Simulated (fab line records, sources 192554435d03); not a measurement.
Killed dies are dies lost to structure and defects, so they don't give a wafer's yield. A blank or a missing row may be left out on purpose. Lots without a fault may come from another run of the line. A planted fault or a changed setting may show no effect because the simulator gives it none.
fab line records | flow n5_finfet
record lots=5 wafers=15 last_day=16
route steps=1938 shown HKMG_FIN@449 GATE_CUT@465 BEOL_M4@1111 PASSIVATION@1936
lots that met no fault: from a run of the same line without faults
start_h: hours from the record's first day to the start of the lot's first wafer shown | wait_h: hours since the lot's step before | " the same as in the row above | L1.1+2: a row that stands for several wafers | - no value, or no start given | * or withheld: withheld | < > ~ a bound
route shown NAME@n: a module of which the file shows steps, and the number in the route of the first | usual: mean/standard deviation of fault-free wafers | same: alike in all rows | chamber/n: place in a boat | sites: the reading at each site | _std_site: their standard deviation | _edge_site: outer sites' mean less inner sites' | radius_mm: how far each site lies from the wafer's centre | mask NAME#n: copy n | behind: the tool/chamber that last shaped the wafer | hold: why the lot was held/for how many hours/how that ended | device: the transistor (n, p or np) that didn't switch | end of line: the same wafers' tests at the end of the route | a step without rows: its recipe alone | killed: dies lost to structure and defects at the first sort, not the wafer's yield | map: a wafer's dies, x killed, . not, _ none there
set.NAME: the setting as run; set.NAME@STEP: as run at that earlier step | model.NAME: the simulator's own value behind a step, which no gauge read
lots at some steps of the route; a table a step, a row a wafer
services: from which hour (start_h, from the record's first day; less than 0 if before it) a tool's chamber was out of use, for how many hours, and why
## steps
# step N5_HKMG_FIN_ALD_71
# recipe material=TiN target_thk_a=10 temp_c=400 ald_precursor_family=TiCl4 ald_co_reactant=NH3 pulse_time_s=1 purge_time_s=3 co_reactant_purge_time_s=2 co_reactant_pulse_time_s=2 ald_cycles=47 pressure_torr=3
# step N5_HKMG_FIN_COAT_66
# recipe resist=SOC temp_c=250 time_s=60 spin_rpm=1500 resist_thk_nm=300
# step N5_HKMG_FIN_ETCH_67
# recipe chemistry=N2/H2 target=SOC target_depth_a=3889 stop_on=TiN ion_energy_ev=100 bias_w=61 pressure_mtorr=30 source_w=850 n2_flow_sccm=200 h2_flow_sccm=200
# step N5_HKMG_FIN_STRIP_90
# recipe chemistry=N2/H2 material=SOC time_s=20 power_w=500 temp_c=40 pressure_mtorr=50 rf_frequency_hz=6e+07 bias_power_w=8 h2_frac=0.5 n2_flow_sccm=300 h2_flow_sccm=300
# usual bias_power_w=8.001/0.024 drypump_motor_current_A=5.5/0.36 oes_product_au=0.78/0.081 rf_vpp_V=54.4/0.89 showerhead_plenum_p_Torr=3.37/0.13 temp_c=40.01/0.11 throttle_valve_pct=19.0/0.34
# columns lot.wafer tool chamber start_h wait_h bias_power_w drypump_motor_current_A oes_product_au rf_hours_counter_h rf_vpp_V showerhead_plenum_p_Torr temp_c throttle_valve_pct
L118.1 rie_diel-05 3 85.38 0.0 8.021 5.7 0.69 238 53.1 3.18 40.06 19.2
L118.2 " 2 " " 7.996 5.9 0.74 161 54.1 3.50 40.05 19.1
L118.5 " 0 " " 8.023 5.0 0.84 - 54.4 3.42 40.15 18.4
L121.1 rie_diel-05 1 104.10 0.0 7.959 5.5 0.75 162 53.9 3.23 40.08 19.2
L121.3 " 2 " " 8.001 5.9 0.74 167 56.3 3.49 40.11 19.1
L121.6 " 0 " " 7.981 5.0 0.84 - 54.8 3.41 39.76 18.5
L127.2 rie_diel-05 0 148.56 0.0 8.031 5.0 0.81 71 55.4 3.40 39.97 18.5
L127.3 " 2 " " 8.004 5.9 0.71 186 54.6 3.48 40.19 19.2
L127.4 " 1 " " 7.983 5.6 0.73 180 52.9 3.22 40.02 19.2
L134.2 rie_diel-05 0 181.57 0.0 7.984 4.9 0.80 81 54.1 3.40 40.00 18.5
L134.5 " 1 " " 8.035 5.6 0.73 - 55.1 3.21 40.05 19.3
L134.6 " 2 " " 8.031 5.9 0.71 - 54.3 3.48 39.79 19.2
L135.1 rie_diel-04 2 190.79 0.0 7.945 4.8 0.88 45 53.4 3.27 40.19 18.6
L135.3 " 1 " " 8.026 5.3 0.71 219 54.1 3.44 40.24 19.2
L135.4 " 0 " " 7.985 5.9 0.70 201 53.7 3.20 39.95 19.2
# step N5_HKMG_FIN_WET_ETCH_73
# recipe chemistry=SC1 mix=1:2:40 temp_c=50 time_s=42.3 target_depth_nm=1.3 dry=ipa_marangoni rinse_time_s=30 rinse_temp_c=23
# step N5_HKMG_FIN_ETCHBACK_68
# recipe chemistry=Cl2/Ar stop_on=HfO2 target_depth_a=5 pressure_mtorr=10 icp_w=600 bias_w=60 Cl2_flow_sccm=40 Ar_flow_sccm=60
# step N5_HKMG_FIN_STRIP_69
# recipe chemistry=N2/H2 power_w=2500 temp_c=300 h2_frac=0.65 time_s=360 pressure_mtorr=withheld n2_flow_sccm=1750 h2_flow_sccm=3250
# step N5_HKMG_FIN_ALD_21
# recipe material=TiN target_thk_a=15 temp_c=400 ald_precursor_family=TiCl4 ald_co_reactant=NH3 pulse_time_s=1 purge_time_s=3 co_reactant_purge_time_s=2 co_reactant_pulse_time_s=2 ald_cycles=68 pressure_torr=3
# usual heater_power_w=868/65 precursor_pulse_height_rel=1.000/0.021
# columns lot.wafer tool chamber start_h wait_h heater_power_w precursor_pulse_height_rel
L118.1 ald_metal-03 1 86.06 0.3 816 1.007
L118.2 " 3 " " 854 0.974
L118.5 " 2 " " 874 0.978
L121.1 ald_metal-03 2 104.79 0.3 882 1.032
L121.3 " 0 " " 922 0.989
L121.6 " 3 " " 840 1.030
L127.2 ald_metal-03 1 149.24 0.3 840 0.971
L127.3 " 2 " " 886 1.032
L127.4 " 3 " " 831 1.055
L134.2 ald_metal-03 0 182.25 0.3 978 1.002
L134.5 " 1 " " 835 0.978
L134.6 " 0 " " 939 0.994
L135.1 ald_metal-01 3 191.49 0.3 863 1.045
L135.3 " 2 " " 948 0.973
L135.4 " 1 " " 1015 1.018
# step N5_HKMG_FIN_ALD_72
# recipe material=W target_thk_a=20 temp_c=300 pressure_torr=7.5 ald_precursor_family=WF6 ald_co_reactant=B2H6 pulse_time_s=1 purge_time_s=2 co_reactant_purge_time_s=2 co_reactant_pulse_time_s=3 ald_cycles=7
# step N5_HKMG_FIN_W_FILL_22
# recipe material=W target_thk_a=600 temp_c=400 pressure_torr=39.4 time_s=18.2
# step N5_HKMG_FIN_PRECLEAN_83
# recipe chemistry=DIW time_s=57.5 temp_c=23
# step N5_HKMG_FIN_SRD_84
# recipe dry_time_s=32 dry=n2_spin spin_rpm=1500
# step N5_HKMG_FIN_CMP_23
# recipe stop_on=SiNx t_overpolish_s=10 post_cmp_clean=rinse_only down_force_psi=4 platen_rpm=50.289 pad_velocity_m_s=1.0006 target_thk_nm=46.326
# usual motor_current_A=11.8/1.1 overpolish_run_s=10.00/0.043 pad_life_wafers=934/520 time_to_endpoint_s=11.9/2.8
# columns lot.wafer tool chamber start_h wait_h motor_current_A overpolish_run_s pad_life_wafers time_to_endpoint_s model.W_of_HKMG_FIN_W_FILL_22.thk_nm model.SiNx_of_SDB_ALD_29.thk_nm
L118.2 cmp-02 0 86.60 0.0 12.0 10.00 240 7.2 44.6 28.6
L118.1 " 2 " " 12.3 9.99 242 10.0 45.4 28.6
L118.5 " 1 " " 11.7 9.99 - 6.7 45 28.6
L121.1 cmp-01 3 105.32 0.0 12.5 10.00 1164 15.6 48.8 28.8
L121.3 " 0 " " 10.7 10.00 1165 12.8 46.8 28.8
L121.6 " 3 " " 12.8 9.99 - 15.8 48 28.8
L127.3 cmp-01 0 149.86 0.1 10.1 9.99 1489 15.3 45.6 28.6
L127.4 " 1 " " 11.1 10.00 1490 11.2 46.4 28.2
L127.2 " 2 " " 11.2 10.00 1491 9.8 44.6 28.2
L134.2 cmp-02 2 183.02 0.3 12.3 10.00 1137 11.8 46 28.8
L134.6 " 3 " " 13.6 9.99 - 9.8 46 29
L134.5 " 0 " " 12.1 9.98 - 9.1 45.8 29
L135.3 cmp-04 3 192.10 0.1 10.6 10.01 493 11.6 47.2 28.6
L135.4 " 0 " " 10.5 10.01 494 13.7 46.2 28.6
L135.1 " 1 " " 12.4 10.01 495 16.4 47 28.6
# step N5_HKMG_FIN_CMP_94
# recipe stop_on=SiNx post_cmp_clean=w_dilute_nh4oh t_overpolish_s=4.7 down_force_psi=4 platen_rpm=50.289 pad_velocity_m_s=1.0006 target_thk_nm=43.299
# usual motor_current_A=11.9/1.2 pad_life_wafers=940/520
# columns lot.wafer tool chamber start_h wait_h motor_current_A pad_life_wafers
L118.2 cmp-02 0 87.08 0.4 12.0 246
L118.1 " 2 " " 12.4 248
L118.5 " 1 " " 10.9 -
L121.1 cmp-01 3 105.80 0.4 13.5 1170
L121.3 " 0 " " 9.8 1171
L121.6 " 3 " " 12.8 -
L127.3 cmp-01 0 150.29 0.3 10.5 1495
L127.4 " 1 " " 10.7 1496
L127.2 " 2 " " 11.5 1497
L134.2 cmp-02 2 183.35 0.2 12.5 1143
L134.6 " 3 " " 14.1 -
L134.5 " 0 " " 11.9 -
L135.3 cmp-04 3 192.53 0.3 11.0 499
L135.4 " 0 " " 11.1 500
L135.1 " 1 " " 13.0 501
# step N5_HKMG_FIN_INSPECT_28
# recipe inspect_instrument=darkfield mode=post_cmp
# usual raw_defect_count=43/19
# columns lot.wafer tool chamber start_h wait_h raw_defect_count
L118.1 defect_inspect-02 - 87.31 0.0 44
L118.2 " - " " 37
L118.5 " - " " 44
L121.1 defect_inspect-02 - 106.03 0.0 46
L121.3 " - " " 39
L121.6 " - " " 28
L127.2 defect_inspect-02 - 150.49 0.0 16
L127.3 " - " " 27
L127.4 " - " " 25
L134.2 defect_inspect-02 - 183.49 0.0 27
L134.5 " - " " 18
L134.6 " - " " 60
L135.1 defect_inspect-02 - 192.73 0.0 34
L135.3 " - " " 29
L135.4 " - " " 32
# step N5_GATE_CUT_ETCHBACK_00
# recipe chemistry=SF6/Cl2 target=W pressure_mtorr=8 icp_w=900 bias_w=80 SF6_flow_sccm=40 Cl2_flow_sccm=60
# step N5_GATE_CUT_ETCH_56
# recipe chemistry=Cl2/Ar target=TiN target_depth_a=216 pressure_mtorr=10 icp_w=600 bias_w=60 Cl2_flow_sccm=40 Ar_flow_sccm=60
# usual drypump_motor_current_A=5.6/0.51 oes_product_au=0.70/0.11 throttle_valve_pct=21.06/0.18
# columns lot.wafer tool chamber start_h wait_h drypump_motor_current_A oes_product_au rf_hours_counter_h throttle_valve_pct
L118.1 rie_metal-01 0 87.46 0.1 4.9 0.64 112 21.18
L118.2 " 1 " " 6.0 0.68 83 21.14
L118.5 " 1 " " 6.0 0.67 - 21.12
L121.1 rie_metal-01 0 106.19 0.1 4.9 0.64 113 21.18
L121.3 " 1 " " 6.0 0.68 - 21.13
L121.6 " 1 " " 6.0 0.67 - 21.12
L127.2 rie_metal-01 0 150.79 0.2 4.9 0.62 - 21.20
L127.3 " 0 " " 4.9 0.62 - 21.21
L127.4 " 0 " " 4.9 0.62 - 21.21
L134.2 rie_metal-01 1 183.65 0.1 6.0 0.66 90 21.15
L134.5 " 0 " " 4.9 0.62 - 21.21
L134.6 " 1 " " 6.0 0.67 - 21.13
L135.1 rie_metal-02 0 192.89 0.1 6.1 0.91 10 20.68
L135.3 " 0 " " 6.1 0.91 - 20.69
L135.4 " 1 " " 5.5 0.68 - 21.12
# step N5_GATE_CUT_ETCHBACK_30
# recipe chemistry=Cl2/Ar target=TiN target_depth_a=30 mode=isotropic pressure_mtorr=10 icp_w=600 bias_w=60 Cl2_flow_sccm=40 Ar_flow_sccm=60
# usual drypump_motor_current_A=5.6/0.51 oes_product_au=0.71/0.11 throttle_valve_pct=21.06/0.18
# columns lot.wafer tool chamber start_h wait_h drypump_motor_current_A oes_product_au rf_hours_counter_h throttle_valve_pct model.SiNx_of_SDB_ALD_29.thk_nm
L118.1 rie_metal-01 0 87.55 0.1 4.9 0.64 112 21.19 27
L118.2 " 1 " " 6.1 0.68 83 21.11 27
L118.5 " 1 " " 6.0 0.69 - 21.12 27
L121.1 rie_metal-01 0 106.28 0.1 4.9 0.63 113 21.19 27.2
L121.3 " 1 " " 6.0 0.67 - 21.14 27.2
L121.6 " 1 " " 6.0 0.67 - 21.14 27.2
L127.2 rie_metal-01 0 150.95 0.1 4.9 0.63 - 21.21 26.6
L127.3 " 0 " " 4.9 0.63 - 21.19 27.2
L127.4 " 0 " " 4.9 0.62 - 21.19 26.6
L134.2 rie_metal-01 1 183.74 0.1 6.0 0.66 90 21.14 27.2
L134.5 " 0 " " 4.9 0.62 - 21.21 27.4
L134.6 " 1 " " 6.0 0.67 - 21.13 27.4
L135.1 rie_metal-02 0 192.98 0.1 6.1 0.92 10 20.69 27
L135.3 " 0 " " 6.1 0.91 - 20.70 27
L135.4 " 1 " " 5.5 0.68 - 21.14 27
# step N5_GATE_CUT_VAPOR_ETCH_60
# recipe chemistry=BCl3/Cl2 target=HfO2 mode=isotropic
# usual drypump_motor_current_A=5.6/0.51 oes_product_au=0.71/0.11
# columns lot.wafer tool chamber start_h wait_h drypump_motor_current_A oes_product_au
L118.1 rie_metal-01 0 87.58 0.0 4.9 0.64
L118.2 " 1 " " 6.0 0.70
L118.5 " 1 " " 6.0 0.70
L121.1 rie_metal-01 0 106.31 0.0 4.9 0.63
L121.3 " 1 " " 6.0 0.68
L121.6 " 1 " " 6.0 0.69
L127.2 rie_metal-01 0 151.01 0.1 4.9 0.64
L127.3 " 0 " " 4.9 0.63
L127.4 " 0 " " 4.9 0.63
L134.2 rie_metal-01 1 183.77 0.0 6.0 0.67
L134.5 " 0 " " 4.9 0.63
L134.6 " 1 " " 6.0 0.68
L135.1 rie_metal-02 0 193.01 0.0 6.1 0.93
L135.3 " 0 " " 6.1 0.91
L135.4 " 1 " " 5.5 0.69
# step N5_BEOL_M4_RC_MEAS_101
# usual DIBL_N=36.9/1.7 DIBL_P=36.7/2.1 IOFF_N=0.17/0.032 IOFF_P=0.22/0.036 ION_N=674/12 ION_P=461/7 SS_N=71.7/0.6 SS_P=73.4/0.67 VT_N=249/3.1 VT_P=-250/3.2
# columns lot.wafer tool chamber start_h wait_h DIBL_N[mV/V] DIBL_P[mV/V] IOFF_N[nA/um] IOFF_P[nA/um] ION_N[uA/um] ION_P[uA/um] SS_N[mV/dec] SS_P[mV/dec] VT_N[mV] VT_P[mV]
L118.1 prober-02 0 192.00 0.0 38.1 38.8 0.19 0.24 673 457 72.0 73.6 246 -249
L118.2 " 0 " " 36.9 36.1 0.16 0.19 673 454 71.5 73.8 251 -251
L118.5 " 0 " " 39.1 38.6 0.21 0.24 684 464 71.9 73.2 246 -247
L121.1 prober-02 0 195.39 0.0 36.9 38.1 0.15 0.21 663 454 71.5 74.1 252 -251
L121.3 " 0 " " 37.6 36.7 0.16 0.18 673 453 72.1 73.2 253 -253
L121.6 " 0 " " 38.9 38.3 0.18 0.20 675 454 72.5 73.5 249 -252
L127.2 prober-01 0 248.76 0.2 38.3 37.0 0.20 0.23 679 462 71.8 73.1 247 -250
L127.3 " 0 " " 40.8 41.3 0.25 0.31 694 471 72.6 75.5 245 -246
L127.4 " 0 " " 37.2 36.2 0.17 0.21 675 456 71.5 73.8 249 -249
L134.2 prober-02 0 271.08 0.2 35.3 34.8 0.14 0.19 665 458 70.8 73.2 250 -250
L134.5 " 0 " " 36.7 36.5 0.16 0.22 675 468 71.8 73.4 249 -251
L134.6 " 0 " " 36.5 36.3 0.16 0.21 666 462 71.2 73.2 251 -251
L135.1 prober-02 0 279.11 0.0 37.5 35.7 0.18 0.26 676 471 71.5 73.4 247 -244
L135.3 " 0 " " 35.1 33.5 0.14 0.23 662 466 71.5 72.8 249 -247
L135.4 " 0 " " 34.8 33.6 0.14 0.24 667 467 70.8 72.1 248 -245
# step N5_PASSIVATION_PROBE_49
# usual defect_limited_yield=91.7/1.5 killed_at_M0_to_M3=32/9.6 killed_at_M4_up=13/5.3 killed_at_contacts=12/6.8 killed_at_front_end=36/9.8 killed_at_other=4/3.1 killed_dies=98/17 killed_open=65/13 killed_short=32/8.5 sort_bin_5_function=4.9/0.93 sort_bin_6_memory=3.2/0.67 sort_n_pass=1082/17 sort_yield_pct=91.7/1.4
# same gross_dies=1180 killed_at_back_side=0 sort_bin_4_leakage[%]=0 sort_bin_8_speed[%]=0
# columns lot.wafer tool chamber start_h wait_h defect_limited_yield[%] killed_at_M0_to_M3 killed_at_M4_up killed_at_contacts killed_at_front_end killed_at_other killed_dies killed_open killed_short sort_bin_5_function[%] sort_bin_6_memory[%] sort_n_pass sort_yield_pct[%]
L118.1 prober-02 - 288.27 0.0 91.9 50 5 5 31 4 95 54 41 4.7 3.0 1085 91.9
L118.2 prober-02 - 288.32 0.1 92.0 40 7 6 37 4 94 63 30 4.5 3.2 1086 92.0
L118.5 prober-02 - 288.47 0.2 93.6 41 11 4 17 3 76 48 28 4.2 1.9 1104 93.6
L127.2 prober-02 - 359.20 0.1 89.3 33 7 7 61 18 126 76 50 6.7 3.8 1054 89.3
L127.4 prober-02 - 359.30 0.2 90.1 36 17 10 50 4 117 81 36 5.8 3.7 1063 90.1
L134.2 prober-01 - 374.49 0.1 91.3 33 21 9 40 0 103 64 36 4.8 3.3 1077 91.3
L134.5 prober-01 - 374.64 0.2 89.2 61 10 10 44 2 127 71 47 5.6 4.3 1053 89.2
L134.6 prober-01 - 374.69 0.3 92.2 26 12 13 39 2 92 50 40 4.3 3.1 1088 92.2
# killed by level:class
L118.1 BEOL_M3:geometric_particle:open=14 BEOL_M0_SAQP:geometric_particle:short=10 BEOL_M3:geometric_particle:short=7 BEOL_M0_SAQP:geometric_particle:open=6 FIN_SAQP:geometric_particle:short=5 FIN_SAQP:geometric_particle:open=5 GATE_CUT:geometric_particle:short=5 BEOL_M2:geometric_particle:open=5
L118.2 BEOL_M0_SAQP:geometric_particle:open=12 FIN_SAQP:geometric_particle:open=9 BEOL_M0_SAQP:geometric_particle:short=7 MOL_CONTACT_COAG:geometric_particle:open=6 FIN_SAQP:geometric_particle:short=5 DUMMY_GATE:geometric_particle:open=5 GATE_CUT:geometric_particle:short=5 BEOL_M1:geometric_particle:open=5
L118.5 BEOL_M0_SAQP:geometric_particle:open=8 BEOL_M3:geometric_particle:open=8 BEOL_M0_SAQP:geometric_particle:short=6 BEOL_M3:geometric_particle:short=6 BEOL_M4:geometric_particle:open=5 MOL_CONTACT_COAG:geometric_particle:open=4 BEOL_M0:geometric_particle:short=4 FIN_SAQP:geometric_particle:open=3
L127.2 MIM_TOP_ETCH:geometric_particle:short=12 FIN_SAQP:geometric_particle:short=11 FIN_SAQP:geometric_particle:open=10 GATE_CUT:geometric_particle:open=10 BEOL_M3:geometric_particle:open=10 GATE_CUT:geometric_particle:short=8 STI_FIN_REVEAL:geometric_particle:open=7 MOL_CONTACT_COAG:geometric_particle:open=6
L127.4 GATE_CUT:geometric_particle:short=11 FIN_SAQP:geometric_particle:open=9 FIN_SAQP:geometric_particle:short=9 MOL_CONTACT_COAG:geometric_particle:open=9 BEOL_M2:geometric_particle:open=9 GATE_CUT:geometric_particle:open=8 BEOL_M4:geometric_particle:open=8 BEOL_M3:geometric_particle:open=7
L134.2 BEOL_M4:geometric_particle:open=9 MOL_CONTACT_COAG:geometric_particle:open=8 STI_FIN_REVEAL:geometric_particle:open=7 BEOL_M0_SAQP:geometric_particle:short=7 BEOL_M3:geometric_particle:open=7 BEOL_M1:geometric_particle:open=6 ILD0:geometric_particle:open=5 BEOL_M0_SAQP:geometric_particle:open=5
L134.5 BEOL_M0_SAQP:geometric_particle:open=20 BEOL_M0_SAQP:geometric_particle:short=17 BEOL_M2:geometric_particle:open=8 FIN_SAQP:geometric_particle:short=6 STI_FIN_REVEAL:geometric_particle:open=6 GATE_CUT:geometric_particle:short=5 BEOL_M1:geometric_particle:open=5 HKMG_FIN:area_etch=5
L134.6 FIN_SAQP:geometric_particle:open=11 MOL_CONTACT_COAG:geometric_particle:open=11 FIN_SAQP:geometric_particle:short=8 BEOL_M0_SAQP:geometric_particle:short=7 BEOL_M0:geometric_particle:short=6 STI_FIN_REVEAL:geometric_particle:open=5 BEOL_M0_SAQP:geometric_particle:open=4 BEOL_M4:geometric_particle:open=4
## services
# columns tool chamber start_h hours kind
cmp-04 - 61.39 5.4 repair
cmp-02 - 65.13 3.5 repair
cmp-01 - 79.84 2.9 repair
ald_metal-01 2 86.17 5.1 repair
cmp-04 - 95.93 3.9 pm
rie_diel-04 - 99.96 4.3 pm
rie_diel-05 0 113.45 3.9 repair
rie_diel-05 - 116.55 0.5 repair
rie_diel-05 3 117.37 - clean
rie_diel-05 3 117.37 - consumable_replace:focus_ring
rie_diel-05 3 117.37 - consumable_replace:showerhead
cmp-01 - 118.20 5.5 pm
cmp-04 - 118.36 4.0 pm
cmp-04 - 122.36 11.9 pm
cmp-01 - 124.34 0.6 repair
cmp-04 - 141.18 2.3 repair
rie_metal-01 1 141.20 28.3 repair
rie_diel-04 3 144.48 1.3 repair
cmp-01 - 144.90 0.5 repair
cmp-01 - 159.29 16.0 pm
rie_diel-04 1 165.57 6.6 repair
rie_metal-01 0 167.21 9.9 repair
cmp-01 - 183.14 2.1 repair
ald_metal-03 2 184.91 2.0 repair
## key
first_sign none at tools or gauges
model_effect step=N5_HKMG_FIN_CMP_23 value=W_of_HKMG_FIN_W_FILL_22.thk_nm without=47.5 struck=45.5
model_effect step=N5_GATE_CUT_ETCHBACK_30 value=SiNx_of_SDB_ALD_29.thk_nm without=27 struck=26.6
met_at N5_HKMG_FIN_CMP_23
struck_wafers L127.2,L127.4
onset_between 105.32 149.86
fault kind=process_parameter_drift tool=cmp-01 chamber=- onset_h=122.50 steps=N5_HKMG_FIN_CMP_23 channel=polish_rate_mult offset=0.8 shape=step end_h=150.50 scope=struck_wafers_only
